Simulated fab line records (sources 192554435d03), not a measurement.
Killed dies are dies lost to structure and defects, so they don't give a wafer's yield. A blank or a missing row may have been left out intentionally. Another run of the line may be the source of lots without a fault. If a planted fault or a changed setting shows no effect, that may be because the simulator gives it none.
Comparing a struck lot with a sound one | flow n5_finfet | 18 steps out of a route of 1938
Sound: the wafers L110.1, L110.4, L110.6. Wafers L103.2, L103.5, L103.6 were the ones struck. At the end, the cause is stated.
For every step that has rows: the tool of each side, followed by ch and its chambers, followed by its first start. Under that, the readings that differ: sound wafers | struck wafers | difference of the means | sigmas: that difference in standard deviations of wafers without a fault.
alike: words and numbers the same on both sides, and readings whose means are apart by under 2 such deviations; not compared: readings that were withheld, readings missing a value for some wafer, numbers with overlapping values and no deviation given by the record, and bounds like >300 which may hide the same value.
A row with sigmas, a row that says differs or no value, or rows on one side alone: a step with any of these is where the two part. When numbers do not overlap yet have no deviation, they are printed without sigmas and do not part them. A reading missing from all wafers of one side parts the sides only when that side holds two or more wafers.

first, 8 steps without rows for these wafers: N5_BEOL_M11_DESCUM_16 (chemistry O2, time 7.9 s); N5_BEOL_M11_ETCH_61 (etches SiARC in CF4, target depth 39 nm, time 65 s); N5_BEOL_M11_ETCH_62 (etches SOC in N2/H2, target depth 110 nm, overetch 22 nm, time 165 s); N5_BEOL_M11_STRIP_68 (strips in N2/H2); N5_BEOL_M11_STRIP_67 (strips in CF4); N5_BEOL_M11_HM_OPEN_17 (chemistry Cl2/BCl3, target TiN, target depth 20 nm, overetch 6 nm); N5_BEOL_M11_STRIP_19 (strips in O2); N5_BEOL_M11_COAT_63 (time 60 s, resist thk 100 nm).
N5_BEOL_M11_COAT_64: time 60 s, resist thk 30 nm.
  sound on litho_track-05 ch 0, day 14 22:45; struck on litho_track-04 ch 0, day 12 18:50
  reading                                     | sound                | struck               | difference | sigmas
  spin_speed_rpm (rpm)                        | 1500.0 1499.5 1498.0 | 1534.2 1534.6 1536.4 | +35.9      | +36
  model.SiARC_of_BEOL_M11_COAT_64.thk_nm (nm) | 30 30 30             | 29.8 29.8 29.8       | -0.2       |
  alike: chill_plate_temp_C
then, 7 steps without rows for these wafers: N5_BEOL_M11_COAT_22 (resist thk 90 nm); N5_BEOL_M11_EBR_24; N5_BEOL_M11_SOFTBAKE_23 (time 60 s); N5_BEOL_M11_EXPOSE_25 (exposes mask V10); N5_BEOL_M11_PEB_26 (peb time 60 s); N5_BEOL_M11_DEVELOP_27 (develop time 30 s); N5_BEOL_M11_DESCUM_33 (chemistry O2, time 7.9 s).
N5_BEOL_M11_ETCH_65: etches SiARC in CF4, target depth 39 nm, time 65 s.
  sound on rie_diel-04 ch 0,1,2, day 14 23:32; struck on rie_diel-04 ch 2,3, day 12 21:10
  reading                  | sound             | struck            | difference | sigmas
  model.etch.depth_nm (nm) | 30.03 30.03 30.02 | 29.87 29.81 29.79 | -0.20      |
  alike: bias_w, drypump_motor_current_A, etch_rf_on_time_s, oes_product_au, rf_vpp_V, showerhead_plenum_p_Torr, throttle_valve_pct
  not compared: rf_hours_counter_h
then, 1 step without rows for these wafers: N5_BEOL_M11_ETCH_66 (etches SOC in N2/H2, target depth 120 nm, overetch 24 nm, time 180 s).

WHERE THEY PART
Within this record, at N5_BEOL_M11_COAT_64 only. Later steps at which nothing parts them and some readings are alike: N5_BEOL_M11_ETCH_65.

WHY: whatever the simulator had introduced
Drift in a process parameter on litho_track-04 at N5_BEOL_M11_COAT_64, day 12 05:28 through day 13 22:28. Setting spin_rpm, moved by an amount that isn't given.
